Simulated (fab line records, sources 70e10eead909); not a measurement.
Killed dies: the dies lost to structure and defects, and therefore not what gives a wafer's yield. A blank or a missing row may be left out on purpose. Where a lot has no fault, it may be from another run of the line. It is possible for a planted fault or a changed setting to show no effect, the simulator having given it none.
Struck lot and sound lot, side by side | flow nand harc | 14 steps out of a route of 1302
Sound: these wafers, L153.3, L153.5, L153.6. Struck: wafers L141.2, L141.3, L141.4. The cause is given at the end.
Order at every step that has rows: each side's tool, ch and its chambers, its first start. Under that, the readings that differ: sound wafers | struck wafers | difference of the means | sigmas: that difference in standard deviations of wafers without a fault.
alike: a reading whose means differ by less than 2 such deviations, as well as words and numbers matching on both sides. not compared: withheld readings; readings where some wafer has no value; bounds like >300 that might hide an equal value; numbers whose values overlap and for which the record gives no deviation.
Wherever a step has rows on one side only, a row that says differs or no value, or a row with sigmas, the two part there. When numbers do not overlap yet have no deviation, they are printed without sigmas and do not part them. Lack of a reading on every wafer of one side parts them only where that side has two or more wafers.

NHARC_A_CONTACT_ETCH_106: etches the open film in CF4/O2, target depth 90 nm, overetch 9 nm, time 49.5 s.
  sound on rie diel-11 ch 1,2,3, day 30 23:34; struck on rie diel-03 ch 1,2,3, day 26 18:32
  alike: chamber pressure mTorr, drypump motor current A, oes_ar_750_au, oes product au, rf vpp V, showerhead plenum p Torr, throttle valve pct
  not compared: rf hours counter h
NHARC_A_CONTACT_STRIP_82: strips in O2.
  sound: rie diel-11 ch 0,1,2; struck: rie diel-03 ch 0,1,3
  alike: chamber pressure mTorr, drypump motor current A, oes product au, rf vpp V, showerhead plenum p Torr, throttle valve pct
  not compared: rf hours counter h
then, 1 step without rows for these wafers: NHARC_A_CONTACT_STRIP_83 (strips in post etch residue remover, time 600 s).
NHARC_A_CONTACT_DEP_84: deposits aC, target thk 2800 nm.
  sound on acl dep-03 ch 0, day 31 00:47; struck on acl dep-03 ch 0, day 27 01:58
  reading              | sound | struck               | difference                   | sigmas
  susceptor temp C (C) | - - - | 400.02 399.66 399.87 | no value on the sound wafers |
  alike: throttle valve pct
NHARC_A_CONTACT_DEP_85: deposits SiON, target thk 60 nm.
  sound on pecvd-03 ch 0,1,2, day 31 01:59; struck on pecvd-01 ch 0,1, day 27 03:25
  alike: heater power w, showerhead vpp V, susceptor temp C
  not compared: since wet clean h
then, 7 steps without rows for these wafers: NHARC_A_CONTACT_DEHYDRATE_00 (time 120 s); NHARC_A_CONTACT_HMDS_01 (time 30 s); NHARC_A_CONTACT_COAT_86 (time 75 s); NHARC_A_CONTACT_COAT_87 (time 65 s); NHARC_A_CONTACT_COAT_02 (resist thk 90 nm); NHARC_A_CONTACT_SOFTBAKE_03 (time 55 s); NHARC_A_CONTACT_EBR_04.
NHARC_A_CONTACT_EXPOSE_05: exposes mask A CC.
  struck on arfi scanner-02, day 27 04:04; sound on arfi scanner-01 ch 0, day 31 02:32
  no value came back on the struck wafers for exposure dose mJ cm2, focus offset nm (nm); on the sound wafers exposure dose mJ cm2 reads 84.28 84.37 84.33
  alike: mask
then, 1 step without rows for these wafers: NHARC_A_CONTACT_PEB_06 (peb time 65 s).

## WHERE THEY PART
At NHARC_A_CONTACT_DEP_84 first; at NHARC_A_CONTACT_EXPOSE_05 last (within this record only).

WHY: whatever the simulator had introduced
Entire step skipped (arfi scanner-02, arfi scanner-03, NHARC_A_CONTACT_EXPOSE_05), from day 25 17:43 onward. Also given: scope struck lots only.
